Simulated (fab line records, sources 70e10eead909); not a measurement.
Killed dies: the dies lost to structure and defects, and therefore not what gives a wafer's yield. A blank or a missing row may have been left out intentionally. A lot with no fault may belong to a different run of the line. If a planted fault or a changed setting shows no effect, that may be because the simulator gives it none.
Which tool did it? | flow nand-harc | 15 lots, 45 wafers sampled, at 4 steps of a route of 1302

== WHAT EACH GAUGE READ, for each wafer ==
No reading from a measuring or inspecting step in the record can be judged against a usual standard deviation.

== TOOL THAT RAN EACH LOT (tool first, then ch and the chambers of the sampled wafers, then the start) ==
lot  | NHARC_P_GATE_DESCUM_13             | NHARC_P_CONTACT_EXPOSE_09          | NHARC_P_CONTACT_ETCH_35            | NHARC_P_CONTACT_PVD_32
L710 | rie-diel-02 ch 0,1,3, day 4 09:53  | arfi-scanner-02 ch 0, day 5 19:20  | rie-diel-01 ch 2,3, day 5 19:44    | pvd-sputter-01, no start
L711 | rie-diel-11 ch 2,3, day 4 19:35    | arfi-scanner-02 ch 0, day 6 05:28  | rie-diel-01 ch 0,2, day 6 05:53    | pvd-sputter-01, no start
L712 | rie-diel-02 ch 0,1,2, day 5 08:20  | arfi-scanner-03 ch 0, day 6 21:13  | rie-diel-05 ch 0,3, day 6 21:37    | pvd-sputter-02, no start
L715 | rie-diel-11 ch 0,3, day 6 13:05    | arfi-scanner-03 ch 0, day 8 00:52  | rie-diel-01 ch 0,1, day 8 01:16    | pvd-sputter-01, no start
L716 | rie-diel-11 ch 1,2,3, day 7 04:27  | arfi-scanner-01 ch 0, day 8 19:52  | rie-diel-04 ch 0,1,3, day 8 20:17  | pvd-sputter-01, no start
L718 | rie-diel-11 ch 0,3, day 7 16:28    | arfi-scanner-03 ch 0, day 9 02:33  | rie-diel-04 ch 2,3, day 9 02:58    | pvd-sputter-02, no start
L719 | rie-diel-11 ch 0,1, day 8 05:06    | arfi-scanner-02 ch 0, day 9 17:32  | rie-diel-05 ch 1,2,3, day 9 17:57  | pvd-sputter-01, no start
L720 | rie-diel-06 ch 0,1, day 8 11:01    | arfi-scanner-02 ch 0, day 9 21:51  | rie-diel-01 ch 1,2,3, day 9 22:16  | pvd-sputter-03, no start
L721 | rie-diel-06 ch 2,3, day 8 23:19    | arfi-scanner-03 ch 0, day 10 09:13 | rie-diel-04 ch 1,2,3, day 10 09:38 | pvd-sputter-03, no start
L722 | rie-diel-11 ch 0,1,2, day 9 07:41  | arfi-scanner-01, day 10 18:58      | rie-diel-01 ch 0,3, day 10 19:22   | pvd-sputter-01, no start
L724 | rie-diel-11 ch 0,1,2, day 10 08:32 | arfi-scanner-03, day 11 20:25      | rie-diel-01 ch 0,3, day 11 20:49   | pvd-sputter-01, no start
L723 | rie-diel-11 ch 0,1,3, day 10 08:34 | arfi-scanner-01, day 11 21:12      | rie-diel-04 ch 0,1,3, day 11 21:37 | pvd-sputter-03, no start
L730 | rie-diel-11 ch 1,2, day 12 19:14   | arfi-scanner-02 ch 0, day 14 06:50 | rie-diel-04 ch 1,2,3, day 14 07:16 | pvd-sputter-03, no start
L733 | rie-diel-02 ch 0,2,3, day 13 20:29 | arfi-scanner-03 ch 0, day 15 13:57 | rie-diel-05 ch 0,1,2, day 15 14:21 | pvd-sputter-01, no start
L732 | rie-diel-11 ch 0,2,3, day 13 20:39 | arfi-scanner-03 ch 0, day 15 07:29 | rie-diel-05 ch 2,3, day 15 07:54   | pvd-sputter-02, no start
- NHARC_P_GATE_DESCUM_13: chemistry O2, time 3 s.
- NHARC_P_CONTACT_EXPOSE_09: exposes mask P CA, target cd 90 nm.
- NHARC_P_CONTACT_ETCH_35: etches the open film in CF4, target depth 39 nm, time 65 s.
- NHARC_P_CONTACT_PVD_32: deposits Ti, target thk 5 nm, time 17.7 s.

== WHAT THE TOOLS THEMSELVES READ (means of the sampled wafers that have a number; where no wafer has one, the mark that the record gives instead) ==
NHARC_P_GATE_DESCUM_13.
lot  | tool        | drypump-motor-current-A (A) | oes-product-au (a.u.) | rf-vpp-V (V) | showerhead-plenum-p-Torr (Torr) | throttle-valve-pct (%)
L710 | rie-diel-02 | 6.0                         | 0.990                 | 57.1         | 1.87                            | 11.315
L711 | rie-diel-11 | 6.0                         | 0.995                 | 58.4         | 1.94                            | 11.313
L712 | rie-diel-02 | 5.5                         | 0.995                 | 57.2         | 1.86                            | 11.307
L715 | rie-diel-11 | 5.8                         | 0.995                 | 57.5         | 1.90                            | 11.309
L716 | rie-diel-11 | 5.7                         | 0.998                 | 58.2         | 1.92                            | 11.318
L718 | rie-diel-11 | 5.7                         | 0.989                 | 58.2         | 1.89                            | 11.315
L719 | rie-diel-11 | 5.4                         | 0.986                 | 58.0         | 1.90                            | 11.316
L720 | rie-diel-06 | 5.5                         | 0.996                 | 58.1         | 1.89                            | 11.304
L721 | rie-diel-06 | 6.2                         | 0.986                 | 57.5         | 1.95                            | 11.316
L722 | rie-diel-11 | 5.7                         | 0.999                 | 58.3         | 1.92                            | 11.310
L724 | rie-diel-11 | 5.7                         | 0.987                 | 57.3         | 1.92                            | 11.306
L723 | rie-diel-11 | 5.6                         | 0.988                 | 57.2         | 1.90                            | 11.326
L730 | rie-diel-11 | 5.8                         | 0.999                 | 58.3         | 1.94                            | 11.317
L733 | rie-diel-02 | 5.7                         | 1.000                 | 57.6         | 1.82                            | 11.309
L732 | rie-diel-11 | 5.9                         | 0.982                 | 57.5         | 1.92                            | 11.306

NHARC_P_CONTACT_EXPOSE_09.
lot  | tool            | exposure-dose-mJ-cm2 | focus-offset-nm (nm)
L710 | arfi-scanner-02 | 81.24                | 0.3
L711 | arfi-scanner-02 | 81.28                | 0.0
L712 | arfi-scanner-03 | 81.26                | 0.1
L715 | arfi-scanner-03 | 81.35                | -0.1
L716 | arfi-scanner-01 | 81.29                | 0.2
L718 | arfi-scanner-03 | 81.13                | 0.3
L719 | arfi-scanner-02 | 81.21                | 0.1
L720 | arfi-scanner-02 | 81.27                | -0.1
L721 | arfi-scanner-03 | 81.28                | -0.2
L722 | arfi-scanner-01 | -                    | -
L724 | arfi-scanner-03 | -                    | -
L723 | arfi-scanner-01 | -                    | -
L730 | arfi-scanner-02 | 81.29                | 0.3
L733 | arfi-scanner-03 | 81.36                | -0.1
L732 | arfi-scanner-03 | 81.35                | 0.8

NHARC_P_CONTACT_ETCH_35.
lot  | tool        | drypump-motor-current-A (A) | oes-product-au (a.u.) | rf-vpp-V (V) | showerhead-plenum-p-Torr (Torr) | throttle-valve-pct (%)
L710 | rie-diel-01 | 5.86                        | 0.996                 | 151.3        | 1.80                            | 13.275
L711 | rie-diel-01 | 6.05                        | 0.994                 | 152.3        | 1.83                            | 13.283
L712 | rie-diel-05 | 5.79                        | 1.005                 | 151.4        | 1.79                            | 13.286
L715 | rie-diel-01 | 5.72                        | 0.993                 | 152.5        | 1.82                            | 13.285
L716 | rie-diel-04 | 5.92                        | 1.006                 | 151.0        | 1.76                            | 13.295
L718 | rie-diel-04 | 5.81                        | 1.012                 | 152.5        | 1.80                            | 13.282
L719 | rie-diel-05 | 5.94                        | 1.004                 | 152.2        | 1.78                            | 13.273
L720 | rie-diel-01 | 5.71                        | 0.987                 | 151.1        | 1.80                            | 13.274
L721 | rie-diel-04 | 5.86                        | 1.006                 | 152.1        | 1.78                            | 13.286
L722 | rie-diel-01 | 5.65                        | 1.000                 | 152.4        | 1.82                            | 13.285
L724 | rie-diel-01 | 5.62                        | 1.000                 | 150.8        | 1.82                            | 13.289
L723 | rie-diel-04 | 5.90                        | 1.004                 | 151.6        | 1.76                            | 13.285
L730 | rie-diel-04 | 5.90                        | 1.005                 | 151.7        | 1.78                            | 13.274
L733 | rie-diel-05 | 6.16                        | 0.999                 | 150.9        | 1.75                            | 13.280
L732 | rie-diel-05 | 5.80                        | 0.992                 | 150.9        | 1.78                            | 13.274

NHARC_P_CONTACT_PVD_32.
lot  | tool           | throttle-valve-pct (%)
L710 | pvd-sputter-01 | 30.1
L711 | pvd-sputter-01 | 30.4
L712 | pvd-sputter-02 | 29.8
L715 | pvd-sputter-01 | 29.2
L716 | pvd-sputter-01 | 29.4
L718 | pvd-sputter-02 | 29.9
L719 | pvd-sputter-01 | 29.8
L720 | pvd-sputter-03 | 30.0
L721 | pvd-sputter-03 | 30.0
L722 | pvd-sputter-01 | 29.6
L724 | pvd-sputter-01 | 29.6
L723 | pvd-sputter-03 | 29.2
L730 | pvd-sputter-03 | 30.1
L733 | pvd-sputter-01 | 29.9
L732 | pvd-sputter-02 | 29.8

== THE ANSWER, worked out from the rows above alone ==
Rule: the usual values come from the lots themselves. Put in order of their means at a reading, lots are off if they are a third of the lots or fewer, leave a main group of 4 or more, and stand apart from it by a gap of 3 or more times the standard deviation of the main group's means; of several such gaps the widest counts. If all means in a main group match to the digits the tables above print for the reading, that group is not used. Also off: a lot with no number at a reading for which 4 or more lots have one. Any other lot the step has rows for is counted as sound. The gauges are gone through in route order, then the tools' own readings, and for those a lot's mean is taken as printed above. The first step at which some lot is off is used, and at that step the reading that is off furthest; a lot without a number counts as furthest.
Off: L722, L724, L723 (NHARC_P_CONTACT_EXPOSE_09, exposure-dose-mJ-cm2). Without a number there: L722, L724, L723. Main group: mean 81.28, sd 0.062.
If a tool, at that step or one of the process steps before it, ran each lot that is off and ran no sound lot following the first of them, it fits. Not one of the candidates tried fits.

== WHAT THE SIMULATOR HAD INSERTED ==
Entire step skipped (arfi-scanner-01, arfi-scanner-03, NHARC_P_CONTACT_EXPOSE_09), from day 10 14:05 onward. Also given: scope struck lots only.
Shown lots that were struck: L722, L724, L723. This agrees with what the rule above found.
